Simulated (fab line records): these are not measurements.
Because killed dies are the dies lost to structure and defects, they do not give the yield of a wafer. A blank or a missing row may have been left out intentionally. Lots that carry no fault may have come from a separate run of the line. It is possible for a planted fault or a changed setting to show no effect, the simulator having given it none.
fab line records	flow n5Finfet
record lots=9	wafers=25	lastDay=20
route steps=1938 shown BEOL_M1@767 BEOL_M4@1111 PASSIVATION@1936
lots that met no fault: taken from a fault-free run of the same line
startH: hours from the record's first day to the start of the lot's first wafer shown	waitH: hours from the lot's prior step to this one	" identical to the entry in the row above	L1.1+2: a row that stands for several wafers	- either no value or no given start	* or withheld: withheld	< > ~ a bound
route shown NAME@n: a module of which the file shows steps, and the number in the route of the first	usual: mean/standard deviation of fault-free wafers	same: alike in all rows	chamber/n: place in a boat	sites: readings site by site	_std_site: standard deviation of those values	_edge_site: outer sites' mean less inner sites'	radiusMm: for every site, how far away it sits from the centre of the wafer	mask NAME#n: copy n	behind: the last tool/chamber to shape the wafer	hold: cause of the lot's hold/its duration in hours/its outcome	device: whichever transistor did not switch (one of n, p or np)	end of line: tests of these same wafers at the route's end	a step given without rows: its recipe and nothing more	killed: dies that structure and defects cost at the first sort, which is not the same as the wafer's yield	map: shows each die of a wafer: x if killed, . if not, _ if none is there
set.NAME: the setting the step ran with; set.NAME@STEP: the setting that earlier step ran with	model.NAME: the simulator's own value behind a step, which no gauge read
route steps across a sampled set of lots; one table per step, one row per wafer
services: when a tool's chamber went out of use (startH, in hours from the record's first day, below 0 if earlier), for how many hours, and the reason
## steps
# step N5_BEOL_M1_DESCUM_16
# recipe chemistry=O2	timeS=7	sourcePowerW=50	biasPowerW=20	pressureMtorr=20	rfFrequencyHz=2.712e+07	tempC=40	resist=CAR-EUV	o2FlowSccm=225
# usual drypumpMotorCurrentA=5.6/0.35	oesProductAu=0.78/0.074	rfVppV=243.2/1.5	showerheadPlenumPTorr=2.09/0.079	throttleValvePct=20.46/0.2
lot.wafer	tool	chamber	startH	waitH	drypumpMotorCurrentA	oesProductAu	rfHoursCounterH	rfVppV	showerheadPlenumPTorr	throttleValvePct
L956.2	rieDiel-02	3	125.27	0.0	5.7	0.74	181	242.4	1.97	20.36
L956.3	"	2	"	"	5.5	0.75	163	244.9	2.10	20.45
L956.5	"	2	"	"	5.5	0.74	-	243.4	2.10	20.47
L958.4	rieDiel-02	3	134.35	0.1	5.7	0.75	184	241.4	1.96	20.35
L958.5	"	1	"	"	5.4	0.88	-	246.4	2.21	20.13
L959.1	rieDiel-02	0	142.84	0.0	5.5	0.82	89	242.1	2.03	20.26
L959.4	"	2	"	"	5.5	0.73	168	244.2	2.10	20.46
L959.5	"	3	"	"	5.6	0.75	-	242.7	1.96	20.37
L960.1	rieDiel-02	1	143.16	0.0	5.4	0.86	54	244.7	2.21	20.14
L960.3	"	2	"	"	5.5	0.74	168	243.5	2.10	20.47
L960.6	"	2	"	"	5.5	0.74	-	241.7	2.10	20.48
L970.1	rieDiel-03	1	202.59	0.0	6.4	0.76	158	244.3	2.12	20.70
L970.2	"	2	"	"	5.4	0.68	224	244.3	2.19	20.80
L970.6	"	1	"	"	6.4	0.77	-	242.3	2.12	20.67
L973.1	rieDiel-03	3	224.07	0.2	4.9	0.74	180	245.6	2.17	20.74
L973.4	"	1	"	"	6.4	0.76	166	242.6	2.12	20.68
L973.5	"	3	"	"	4.9	0.74	-	243.7	2.17	20.73
L975.3	rieDiel-03	3	240.76	0.0	4.9	0.73	184	244.7	2.16	20.76
L975.6	"	3	"	"	4.9	0.74	-	245.0	2.16	20.76
L978.2	rieDiel-06	1	258.59	0.0	5.4	0.83	85	243.7	2.11	20.43
L978.3	"	2	"	"	5.8	0.78	125	240.5	1.95	20.62
L978.4	"	3	"	"	5.8	0.68	217	242.7	2.04	20.43
L979.1	rieDiel-02	0	268.49	0.0	5.6	0.79	124	241.8	2.02	20.33
L979.4	"	2	"	"	5.5	0.71	204	243.6	2.09	20.52
L979.6	"	3	"	"	5.6	0.72	-	241.5	1.95	20.41
# step N5_BEOL_M1_ETCH_64
# recipe chemistry=N2/H2	target=SOC	targetDepthA=750	overetchA=150	maskMaterial=SiARC	tempC=40	timeS=112.5	ionEnergyEv=200	pressureMtorr=30	sourceW=840	biasW=150	n2FlowSccm=200	h2FlowSccm=200
# usual drypumpMotorCurrentA=5.6/0.35	oesProductAu=0.62/0.054	rfVppV=523.9/2.6	showerheadPlenumPTorr=2.54/0.091	throttleValvePct=17.81/0.2
lot.wafer	tool	chamber	startH	waitH	drypumpMotorCurrentA	oesProductAu	rfHoursCounterH	rfVppV	showerheadPlenumPTorr	throttleValvePct
L956.2	rieDiel-02	3	125.34	0.0	5.7	0.60	181	522.7	2.42	17.85
L956.3	"	2	"	"	5.5	0.60	163	524.7	2.52	17.74
L956.5	"	2	"	"	5.5	0.59	-	522.4	2.52	17.73
L958.4	rieDiel-02	3	134.43	0.0	5.7	0.60	184	520.9	2.42	17.84
L958.5	"	1	"	"	5.4	0.68	-	527.2	2.68	17.48
L959.1	rieDiel-02	0	142.92	0.0	5.5	0.65	89	521.4	2.48	17.79
L959.4	"	2	"	"	5.5	0.59	168	522.9	2.52	17.76
L959.5	"	3	"	"	5.7	0.60	-	520.8	2.41	17.87
L960.1	rieDiel-02	1	143.24	0.0	5.4	0.67	54	528.4	2.68	17.49
L960.3	"	2	"	"	5.5	0.60	168	523.3	2.52	17.77
L960.6	"	2	"	"	5.5	0.60	-	523.8	2.52	17.78
L970.1	rieDiel-03	1	202.67	0.0	6.5	0.60	159	525.0	2.53	17.72
L970.2	"	2	"	"	5.4	0.55	224	526.2	2.61	17.89
L970.6	"	1	"	"	6.5	0.61	-	525.3	2.53	17.72
L973.1	rieDiel-03	3	224.15	0.0	4.9	0.59	180	525.8	2.64	18.21
L973.4	"	1	"	"	6.5	0.60	166	523.4	2.53	17.73
L973.5	"	3	"	"	4.9	0.59	-	527.6	2.64	18.22
L975.3	rieDiel-03	3	240.84	0.0	4.9	0.59	184	526.1	2.64	18.22
L975.6	"	3	"	"	4.9	0.59	-	525.4	2.64	18.23
L978.2	rieDiel-06	1	258.67	0.0	5.4	0.65	85	525.8	2.55	17.62
L978.3	"	2	"	"	5.9	0.61	125	517.4	2.36	17.93
L978.4	"	3	"	"	5.8	0.54	217	523.8	2.51	17.95
L979.1	rieDiel-02	0	268.57	0.0	5.6	0.63	124	521.5	2.47	17.82
L979.4	"	2	"	"	5.5	0.57	204	523.8	2.50	17.83
L979.6	"	3	"	"	5.7	0.57	-	520.4	2.40	17.94
# step N5_BEOL_M1_STRIP_66
# recipe chemistry=CF4	resist=SiARC	powerW=300	biasPowerW=75	pressureMtorr=50	cf4FlowSccm=150	rfFrequencyHz=6e+07
# usual cf4FlowSccm=150.0/0.42	drypumpMotorCurrentA=5.6/0.35	oesProductAu=0.78/0.067	rfVppV=271.2/1.6	showerheadPlenumPTorr=1.79/0.062	throttleValvePct=13.60/0.21
lot.wafer	tool	chamber	startH	waitH	cf4FlowSccm	drypumpMotorCurrentA	oesProductAu	rfHoursCounterH	rfVppV	showerheadPlenumPTorr	throttleValvePct
L956.2	rieDiel-02	3	125.47	0.0	150.3	5.7	0.75	181	270.5	1.71	13.73
L956.3	"	2	"	"	150.0	5.5	0.75	163	271.0	1.80	13.68
L956.5	"	2	"	"	150.2	5.5	0.74	-	272.6	1.80	13.66
L958.4	rieDiel-02	3	134.56	0.0	150.5	5.7	0.75	184	269.6	1.70	13.71
L958.5	"	1	"	"	149.8	5.4	0.85	-	273.7	1.90	13.33
L959.1	rieDiel-02	0	143.05	0.0	150.4	5.5	0.81	90	270.8	1.73	13.37
L959.4	"	2	"	"	149.9	5.5	0.74	168	271.5	1.80	13.69
L959.5	"	3	"	"	150.1	5.6	0.75	-	268.9	1.70	13.75
L960.1	rieDiel-02	1	143.37	0.0	149.6	5.4	0.84	54	274.1	1.90	13.33
L960.3	"	2	"	"	149.9	5.5	0.75	168	270.6	1.80	13.67
L960.6	"	2	"	"	150.1	5.5	0.74	-	272.1	1.80	13.69
L970.1	rieDiel-03	1	202.80	0.0	149.8	6.5	0.76	159	270.6	1.81	13.70
L970.2	"	2	"	"	150.7	5.4	0.68	224	271.3	1.81	13.62
L970.6	"	1	"	"	150.1	6.5	0.75	-	270.9	1.81	13.70
L973.1	rieDiel-03	3	224.27	0.0	150.1	4.9	0.73	180	271.3	1.86	13.89
L973.4	"	1	"	"	150.3	6.5	0.75	166	272.5	1.81	13.71
L973.5	"	3	"	"	150.4	4.9	0.74	-	273.3	1.86	13.90
L975.3	rieDiel-03	3	240.96	0.0	149.9	4.9	0.73	184	273.0	1.86	13.89
L975.6	"	3	"	"	149.7	4.9	0.74	-	272.5	1.86	13.89
L978.2	rieDiel-06	1	258.80	0.0	150.5	5.4	0.81	85	272.4	1.80	13.56
L978.3	"	2	"	"	150.3	5.8	0.77	125	269.9	1.68	13.65
L978.4	"	3	"	"	150.7	5.8	0.69	217	270.9	1.78	13.93
L979.1	rieDiel-02	0	268.70	0.0	149.9	5.5	0.78	124	271.0	1.73	13.43
L979.4	"	2	"	"	149.8	5.5	0.72	204	271.6	1.79	13.77
L979.6	"	3	"	"	149.7	5.6	0.72	-	270.0	1.69	13.82
# step N5_BEOL_M1_CD_MEAS_28
# recipe landingEnergyEv=500	detector=seInlens	targetCdYNm=23.3
# usual cdNm=24.02/0.26
# same landingEnergyEv=500
lot.wafer	tool	chamber	startH	waitH	cdNm
L956.2	cdSem-02	0	126.04	-	24.24
L956.3	"	0	"	"	24.26
L956.5	"	0	"	"	24.17
L958.4	cdSem-03	0	135.14	-	23.78
L958.5	"	0	"	"	24.26
L959.1	cdSem-01	0	143.75	-	24.10
L959.4	"	0	"	"	24.20
L959.5	"	0	"	"	23.95
L960.1	cdSem-02	0	144.03	-	24.17
L960.3	"	0	"	"	24.05
L960.6	"	0	"	"	24.11
L970.1	cdSem-03	0	203.34	-	24.13
L970.2	"	0	"	"	24.09
L970.6	"	0	"	"	23.45
L973.1	cdSem-01	0	224.81	-	24.30
L973.4	"	0	"	"	24.17
L973.5	"	0	"	"	24.13
L975.3	cdSem-02	0	241.70	-	24.33
L975.6	"	0	"	"	23.87
L978.2	cdSem-03	0	259.43	-	24.26
L978.3	"	0	"	"	24.39
L978.4	"	0	"	"	24.07
L979.1	cdSem-01	0	269.24	-	23.75
L979.4	"	0	"	"	24.12
L979.6	"	0	"	"	23.73
# step N5_BEOL_M1_INSPECT_30
# recipe mode=adi	inspectInstrument=brightfield
# usual rawDefectCount=387/90
lot.wafer	tool	chamber	startH	waitH	rawDefectCount
L956.2	defectInspect-02	-	126.13	0.0	395
L956.3	"	-	"	"	342
L956.5	"	-	"	"	557
L958.4	defectInspect-01	-	135.22	0.0	489
L958.5	"	-	"	"	499
L959.1	defectInspect-02	-	144.12	0.3	393
L959.4	"	-	"	"	388
L959.5	"	-	"	"	345
L960.1	defectInspect-02	-	144.13	0.1	1164
L960.3	"	-	"	"	314
L960.6	"	-	"	"	267
L970.1	defectInspect-02	-	203.43	0.1	233
L970.2	"	-	"	"	212
L970.6	"	-	"	"	265
L973.1	defectInspect-02	-	224.90	0.1	375
L973.4	"	-	"	"	278
L973.5	"	-	"	"	514
L975.3	defectInspect-02	-	241.79	0.0	277
L975.6	"	-	"	"	260
L978.2	defectInspect-01	-	259.52	0.0	424
L978.3	"	-	"	"	379
L978.4	"	-	"	"	446
L979.1	defectInspect-01	-	269.32	0.1	391
L979.4	"	-	"	"	271
L979.6	"	-	"	"	278
# step N5_BEOL_M4_RC_MEAS_101
# usual DIBL_N=36.5/2.1	DIBL_P=36.6/2.6	IOFF_N=0.17/0.044	IOFF_P=0.21/0.048	ION_N=674/17	ION_P=462/9.5	SS_N=71.6/0.77	SS_P=73.5/0.72	VT_N=250/4.2	VT_P=-250/3.9
lot.wafer	tool	chamber	startH	waitH	DIBL_N[mV/V]	DIBL_P[mV/V]	IOFF_N[nA/um]	IOFF_P[nA/um]	ION_N[uA/um]	ION_P[uA/um]	SS_N[mV/dec]	SS_P[mV/dec]	VT_N[mV]	VT_P[mV]
L956.2	prober-02	0	194.37	0.2	36.8	36.2	0.19	0.25	686	468	71.4	74.0	246	-245
L956.3	"	0	"	"	34.5	33.7	0.15	0.22	673	466	71.3	73.4	252	-247
L956.5	"	0	"	"	35.9	34.8	0.18	0.22	683	469	71.5	73.4	245	-249
L960.1	prober-01	0	222.07	0.0	41.7	40.4	0.31	0.35	707	476	73.8	74.9	241	-242
L960.3	"	0	"	"	34.2	32.3	0.13	0.19	678	467	70.7	72.7	251	-250
L960.6	"	0	"	"	40.5	40.5	0.29	0.34	703	475	72.2	74.8	241	-243
L958.4	prober-02	0	224.41	0.5	34.9	33.9	0.13	0.17	671	460	70.6	73.4	255	-254
L958.5	"	0	"	"	37.0	37.6	0.17	0.22	684	468	71.1	74.7	248	-252
L959.1	prober-02	0	227.58	0.0	37.2	37.7	0.14	0.20	667	462	71.1	73.0	253	-253
L959.4	"	0	"	"	40.6	42.3	0.24	0.28	706	478	72.4	74.4	241	-245
L959.5	"	0	"	"	39.5	40.8	0.20	0.25	685	465	72.2	74.3	248	-247
L970.1	prober-02	0	277.93	0.0	34.3	33.9	0.12	0.15	659	451	71.0	73.1	258	-258
L970.2	"	0	"	"	36.0	37.2	0.16	0.21	688	466	71.6	73.3	249	-253
L970.6	"	0	"	"	36.1	37.2	0.15	0.21	662	455	71.7	74.1	251	-253
L973.1	prober-01	0	299.93	0.0	37.2	36.8	0.19	0.27	692	484	72.1	74.2	245	-244
L973.4	"	0	"	"	33.4	33.5	0.13	0.20	670	467	70.7	73.6	251	-249
L973.5	"	0	"	"	35.6	34.8	0.16	0.23	662	469	71.8	73.9	249	-244
L975.3	prober-01	0	317.52	0.3	36.3	36.1	0.14	0.17	664	456	72.5	73.6	254	-256
L975.6	"	0	"	"	35.6	35.6	0.12	0.15	648	443	71.6	73.0	254	-259
L978.2	prober-02	0	339.48	0.2	34.4	33.6	0.13	0.17	667	457	70.5	72.3	250	-251
L978.3	"	0	"	"	36.6	36.6	0.17	0.22	691	472	71.7	73.8	249	-248
L978.4	"	0	"	"	37.4	37.9	0.18	0.24	679	468	71.6	73.5	250	-246
L979.1	prober-01	0	349.42	0.0	34.9	36.2	0.12	0.17	664	459	71.3	73.3	257	-256
L979.4	"	0	"	"	37.3	38.6	0.16	0.21	671	469	71.8	74.0	252	-251
L979.6	"	0	"	"	35.3	35.4	0.13	0.16	666	453	71.5	72.8	255	-258
# step N5_PASSIVATION_PROBE_49
# usual defectLimitedYield=91.2/1.5	killed_at_M0_to_M3=36/10	killed_at_M4_up=14/5.2	killedAtContacts=12/6	killedAtFrontEnd=37/10	killedAtOther=4/3.3	killedDies=104/18	killedOnRim=14/4.1	killedOpen=68/14	killedShort=34/7.4	sort_bin_4_leakage=0.01/0.04	sort_bin_5_function=5.2/1	sort_bin_6_memory=3.3/0.7	sortNPass=1076/18	sortYieldPct=91.2/1.5
# same grossDies=1180	killedAtBackSide=0	sort_bin_8_speed[%]=0
lot.wafer	tool	chamber	startH	waitH	defectLimitedYield[%]	killed_at_M0_to_M3	killed_at_M4_up	killedAtContacts	killedAtFrontEnd	killedAtOther	killedDies	killedOnRim	killedOpen	killedShort	sort_bin_4_leakage[%]	sort_bin_5_function[%]	sort_bin_6_memory[%]	sortNPass	sortYieldPct[%]
L956.2	prober-01	-	301.25	0.1	90.8	33	28	23	22	2	108	17	80	26	0	4.8	4.1	1072	90.8
L956.3	prober-01	-	301.30	0.1	91.9	47	10	16	22	1	96	15	50	45	0	4.7	3.2	1084	91.9
L956.5	prober-01	-	301.40	0.2	91.0	44	22	9	29	2	106	10	75	31	0	4.2	4.4	1074	91.0
L960.1	prober-02	-	331.91	0.0	84.2	113	14	7	48	5	187	28	67	28	0.25	9.1	3.9	990	83.9
L960.3	prober-02	-	332.01	0.1	89.9	38	22	24	33	2	119	15	87	31	0	5.4	4.4	1061	89.9
L960.6	prober-02	-	332.16	0.3	90.8	32	10	13	46	7	108	10	66	38	0.08	5.0	3.8	1071	90.8
L959.1	prober-01	-	337.20	0.0	92.5	33	11	6	38	0	88	11	46	42	0	4.5	2.4	1092	92.5
L959.4	prober-01	-	337.35	0.2	92.0	36	19	2	35	2	94	15	60	30	0	4.2	3.6	1086	92.0
L959.5	prober-01	-	337.40	0.2	91.9	37	22	6	30	1	96	9	58	36	0	4.7	3.0	1084	91.9
L958.4	prober-01	-	338.42	0.2	93.3	28	8	6	31	6	79	10	53	26	0	3.9	2.7	1101	93.3
L958.5	prober-01	-	338.47	0.2	94.6	18	13	14	16	3	64	7	42	22	0	3.2	1.9	1116	94.6
L970.1	prober-01	-	400.51	0.0	89.1	42	14	10	61	2	129	15	77	52	0	6.4	4.2	1051	89.1
L970.2	prober-01	-	400.56	0.1	92.3	29	12	7	41	2	91	7	55	36	0	5.0	2.4	1089	92.3
L970.6	prober-01	-	400.76	0.3	90.1	44	9	11	52	1	117	12	71	45	0	6.1	3.2	1063	90.1
L973.1	prober-01	-	420.03	0.0	92.6	25	9	7	32	14	87	14	45	34	0	4.0	3.1	1093	92.6
L973.4	prober-01	-	420.18	0.2	91.1	29	21	8	37	10	105	19	67	34	0	4.9	3.9	1075	91.1
L973.5	prober-01	-	420.23	0.2	91.9	36	13	9	26	11	95	17	60	30	0	3.7	4.0	1085	91.9
L975.3	prober-01	-	439.15	0.1	92.5	40	12	3	29	5	89	12	55	34	0	4.1	3.2	1091	92.5
L975.6	prober-01	-	439.30	0.3	90.2	47	10	9	48	2	116	10	65	51	0	5.8	3.9	1064	90.2
L979.1	prober-01	-	478.20	0.0	91.8	42	11	3	34	7	97	16	57	39	0	4.7	3.2	1083	91.8
L979.4	prober-01	-	478.35	0.2	90.2	32	16	13	49	6	116	20	72	43	0	5.9	3.4	1064	90.2
L979.6	prober-01	-	478.45	0.3	91.9	41	11	5	36	2	95	18	68	25	0	5.5	2.4	1085	91.9
L978.2	prober-01	-	481.84	0.1	92.1	36	10	9	33	5	93	12	68	25	0	4.4	3.3	1087	92.1
L978.3	prober-01	-	481.89	0.1	92.7	29	13	9	32	3	86	15	60	26	0	4.0	3.1	1094	92.7
L978.4	prober-01	-	481.94	0.2	93.7	30	3	7	34	0	74	9	57	15	0	3.6	2.5	1106	93.7
# killed by level:class
L956.2 MOL_CONTACT_COAG:geometricParticle:open=20 BEOL_M4:geometricParticle:open=11 BEOL_M1:geometricParticle:open=8 FIN_SAQP:geometricParticle:open=7 STI_FIN_REVEAL:geometricParticle:open=5 BEOL_M0_SAQP:geometricParticle:short=5 BEOL_M0_SAQP:geometricParticle:open=5 BEOL_M5:geometricParticle:open=5
L956.3 MOL_CONTACT_COAG:geometricParticle:open=13 BEOL_M0_SAQP:geometricParticle:short=13 BEOL_M1:geometricParticle:open=10 FIN_SAQP:geometricParticle:short=7 BEOL_M1:geometricParticle:short=6 BEOL_M0_SAQP:geometricParticle:open=5 STI_FIN_REVEAL:geometricParticle:open=4 BEOL_M0:geometricParticle:short=4
L956.5 BEOL_M1:geometricParticle:open=15 FIN_SAQP:geometricParticle:open=10 BEOL_M0_SAQP:geometricParticle:short=10 BEOL_M0_SAQP:geometricParticle:open=9 MOL_CONTACT_COAG:geometricParticle:open=7 BEOL_M4:geometricParticle:open=7 BEOL_M5:geometricParticle:open=6 FIN_SAQP:geometricParticle:short=4
L960.1 BEOL_M1:unspecified=92 FIN_SAQP:geometricParticle:open=13 STI_FIN_REVEAL:geometricParticle:open=11 BEOL_M0_SAQP:geometricParticle:open=7 MOL_CONTACT_COAG:geometricParticle:open=6 BEOL_M4:geometricParticle:open=6 FIN_SAQP:geometricParticle:short=5 ILD0:geometricParticle:short=4
L960.3 MOL_CONTACT_COAG:geometricParticle:open=17 BEOL_M0_SAQP:geometricParticle:open=13 FIN_SAQP:geometricParticle:open=11 MOL_CONTACT_COAG:geometricParticle:short=7 BEOL_M2:geometricParticle:open=7 BEOL_M0_SAQP:geometricParticle:short=6 BEOL_M4:geometricParticle:open=6 BEOL_M7:geometricParticle:open=6
L960.6 FIN_SAQP:geometricParticle:open=12 BEOL_M0_SAQP:geometricParticle:short=11 MOL_CONTACT_COAG:geometricParticle:open=10 BEOL_M0_SAQP:geometricParticle:open=9 STARTING-WAFER:geometricParticle:open=6 BEOL_M2:geometricParticle:open=6 FIN_SAQP:geometricParticle:short=5 STI_FIN_REVEAL:geometricParticle:open=4
L959.1 STI_FIN_REVEAL:geometricParticle:open=10 BEOL_M3:geometricParticle:short=8 BEOL_M0_SAQP:geometricParticle:short=7 FIN_SAQP:geometricParticle:short=6 BEOL_M4:geometricParticle:open=6 MOL_CONTACT_COAG:geometricParticle:open=6 BEOL_M3:geometricParticle:open=5 BEOL_M2:geometricParticle:short=4
L959.4 BEOL_M4:geometricParticle:open=10 BEOL_M0_SAQP:geometricParticle:open=7 BEOL_M3:geometricParticle:open=7 BEOL_M1:geometricParticle:open=7 FIN_SAQP:geometricParticle:short=6 BEOL_M0_SAQP:geometricParticle:short=5 BEOL_M2:geometricParticle:open=5 STARTING-WAFER:geometricParticle:short=5
L959.5 BEOL_M4:geometricParticle:open=9 FIN_SAQP:geometricParticle:open=8 BEOL_M1:geometricParticle:open=8 FIN_SAQP:geometricParticle:short=7 BEOL_M2:geometricParticle:open=7 BEOL_M3:geometricParticle:short=6 STI_FIN_REVEAL:geometricParticle:open=5 MOL_CONTACT_COAG:geometricParticle:open=5
L958.4 BEOL_M2:geometricParticle:open=7 STI_FIN_REVEAL:geometricParticle:open=6 FIN_SAQP:geometricParticle:short=5 GATE_CUT:geometricParticle:short=5 MOL_CONTACT_COAG:geometricParticle:open=5 BEOL_M0_SAQP:geometricParticle:open=5 BEOL_M1:geometricParticle:open=5 FIN_SAQP:geometricParticle:open=3
L958.5 MOL_CONTACT_COAG:geometricParticle:open=12 GATE_CUT:geometricParticle:short=6 BEOL_M1:geometricParticle:open=5 FIN_SAQP:geometricParticle:open=4 BEOL_M0_SAQP:geometricParticle:short=4 BEOL_M4:geometricParticle:open=4 BEOL_M2:geometricParticle:open=3 BEOL_M7:geometricParticle:open=3
L970.1 STI_FIN_REVEAL:geometricParticle:open=13 BEOL_M0_SAQP:geometricParticle:open=10 BEOL_M0_SAQP:geometricParticle:short=8 FIN_SAQP:geometricParticle:open=7 FIN_SAQP:geometricParticle:short=7 MOL_CONTACT_COAG:geometricParticle:open=7 STI_FIN_REVEAL:geometricParticle:short=6 ILD0:geometricParticle:short=6
L970.2 FIN_SAQP:geometricParticle:open=9 BEOL_M1:geometricParticle:open=9 GATE_CUT:geometricParticle:short=7 MOL_CONTACT_COAG:geometricParticle:open=7 FIN_SAQP:geometricParticle:short=6 BEOL_M2:geometricParticle:open=5 BEOL_M1:geometricParticle:short=5 BEOL_M4:geometricParticle:open=5
L970.6 FIN_SAQP:geometricParticle:open=16 FIN_SAQP:geometricParticle:short=14 BEOL_M1:geometricParticle:open=14 BEOL_M0_SAQP:geometricParticle:short=9 DUMMY_GATE:geometricParticle:open=8 MOL_CONTACT_COAG:geometricParticle:open=7 BEOL_M2:geometricParticle:open=7 BEOL_M0_SAQP:geometricParticle:open=5
L973.1 STI_FIN_REVEAL:geometricParticle:open=8 MOL_CONTACT_COAG:geometricParticle:open=6 PASSIVATION:areaEtch=6 BEOL_M0_SAQP:geometricParticle:short=5 BEOL_M4:geometricParticle:open=5 STARTING-WAFER:geometricParticle:short=5 FIN_SAQP:geometricParticle:short=4 GATE_CUT:geometricParticle:short=4
L973.4 BEOL_M0_SAQP:geometricParticle:open=8 BEOL_M0_SAQP:geometricParticle:short=7 BEOL_M3:geometricParticle:open=7 BEOL_M4:geometricParticle:open=7 BEOL_M3:geometricParticle:short=6 GATE_CUT:geometricParticle:short=6 MOL_CONTACT_COAG:geometricParticle:open=6 BEOL_M5:geometricParticle:open=6
L973.5 FIN_SAQP:geometricParticle:open=8 MOL_CONTACT_COAG:geometricParticle:open=8 BEOL_M3:geometricParticle:open=8 BEOL_M4:geometricParticle:open=8 BEOL_M0_SAQP:geometricParticle:short=6 GATE_CUT:geometricParticle:short=5 BEOL_M0_SAQP:geometricParticle:open=5 FIN_SAQP:geometricParticle:short=4
L975.3 BEOL_M0_SAQP:geometricParticle:short=11 FIN_SAQP:geometricParticle:open=10 BEOL_M3:geometricParticle:open=9 DUMMY_GATE:geometricParticle:open=7 BEOL_M0_SAQP:geometricParticle:open=7 BEOL_M1:geometricParticle:open=5 FIN_SAQP:geometricParticle:short=3 BEOL_M2:geometricParticle:open=3
L975.6 BEOL_M0_SAQP:geometricParticle:short=19 BEOL_M0_SAQP:geometricParticle:open=13 FIN_SAQP:geometricParticle:open=11 DUMMY_GATE:geometricParticle:open=10 FIN_SAQP:geometricParticle:short=9 MOL_CONTACT_COAG:geometricParticle:open=6 BEOL_M5:geometricParticle:open=5 BEOL_M2:geometricParticle:open=4
L979.1 BEOL_M0_SAQP:geometricParticle:short=10 BEOL_M3:geometricParticle:open=9 BEOL_M0_SAQP:geometricParticle:open=8 STI_FIN_REVEAL:geometricParticle:open=7 FIN_SAQP:geometricParticle:short=6 FIN_SAQP:geometricParticle:open=5 BEOL_M1:geometricParticle:open=5 DUMMY_GATE:geometricParticle:open=4
L979.4 STI_FIN_REVEAL:geometricParticle:open=23 BEOL_M0_SAQP:geometricParticle:short=10 MOL_CONTACT_COAG:geometricParticle:open=8 STI_FIN_REVEAL:geometricParticle:short=6 BEOL_M1:geometricParticle:open=6 GATE_CUT:geometricParticle:open=5 MOL_CONTACT_COAG:geometricParticle:short=5 FIN_SAQP:geometricParticle:short=4
L979.6 BEOL_M3:geometricParticle:open=11 BEOL_M2:geometricParticle:open=8 BEOL_M0_SAQP:geometricParticle:open=6 FIN_SAQP:geometricParticle:open=5 STI_FIN_REVEAL:geometricParticle:open=5 DUMMY_GATE:geometricParticle:open=5 GATE_CUT:geometricParticle:open=5 MOL_CONTACT_COAG:geometricParticle:open=5
L978.2 BEOL_M3:geometricParticle:open=12 MOL_CONTACT_COAG:geometricParticle:open=9 STI_FIN_REVEAL:geometricParticle:open=7 BEOL_M0_SAQP:geometricParticle:open=7 FIN_SAQP:geometricParticle:open=5 BEOL_M2:geometricParticle:open=5 FIN_SAQP:geometricParticle:short=4 BEOL_M4:geometricParticle:open=4
L978.3 MOL_CONTACT_COAG:geometricParticle:open=8 DUMMY_GATE:geometricParticle:open=7 STI_FIN_REVEAL:geometricParticle:open=5 BEOL_M0_SAQP:geometricParticle:short=5 BEOL_M0:geometricParticle:open=5 BEOL_M3:geometricParticle:open=5 FIN_SAQP:geometricParticle:open=4 BEOL_M1:geometricParticle:open=4
L978.4 FIN_SAQP:geometricParticle:open=10 BEOL_M3:geometricParticle:open=10 DUMMY_GATE:geometricParticle:open=7 MOL_CONTACT_COAG:geometricParticle:open=6 STI_FIN_REVEAL:geometricParticle:open=5 BEOL_M0_SAQP:geometricParticle:open=5 BEOL_M1:geometricParticle:open=4 BEOL_M0_SAQP:geometricParticle:short=3
## services
tool	chamber	startH	hours	kind
rieDiel-02	2	105.66	4.1	repair
rieDiel-02	0	109.46	16.2	repair
rieDiel-02	3	114.40	6.5	repair
rieDiel-03	1	114.46	10.7	repair
rieDiel-03	3	139.89	3.5	repair
rieDiel-02	2	162.48	6.6	repair
rieDiel-06	3	163.11	4.1	repair
rieDiel-03	3	200.07	23.7	repair
rieDiel-03	2	220.43	3.6	repair
rieDiel-02	3	230.01	2.4	repair
rieDiel-02	0	252.10	6.5	repair
## key
firstSign step=N5_BEOL_M1_INSPECT_30	reading=rawDefectCount	direction=up	sigmas=8.7	usual=387	struck=1164
effect step=N5_PASSIVATION_PROBE_49	reading=killed_at_M0_to_M3	direction=up	sigmas=7.3	usual=36	struck=113
moreKillsBornAt N5_BEOL_M1_ETCH_64@rieDiel-02=92
metAt N5_BEOL_M1_ETCH_64
struckLots L960
struckWafers L960.1
notActingAt N5_BEOL_M1_DESCUM_16,N5_BEOL_M1_STRIP_66,N5_BEOL_M1_CD_MEAS_28
onsetBetween 134.43 143.24
fault kind=chamberParticleSource	tool=rieDiel-02	chamber=1	onsetH=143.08	steps=N5_BEOL_M1_ETCH_64	ratePerVisitCm2=1.1851	endH=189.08
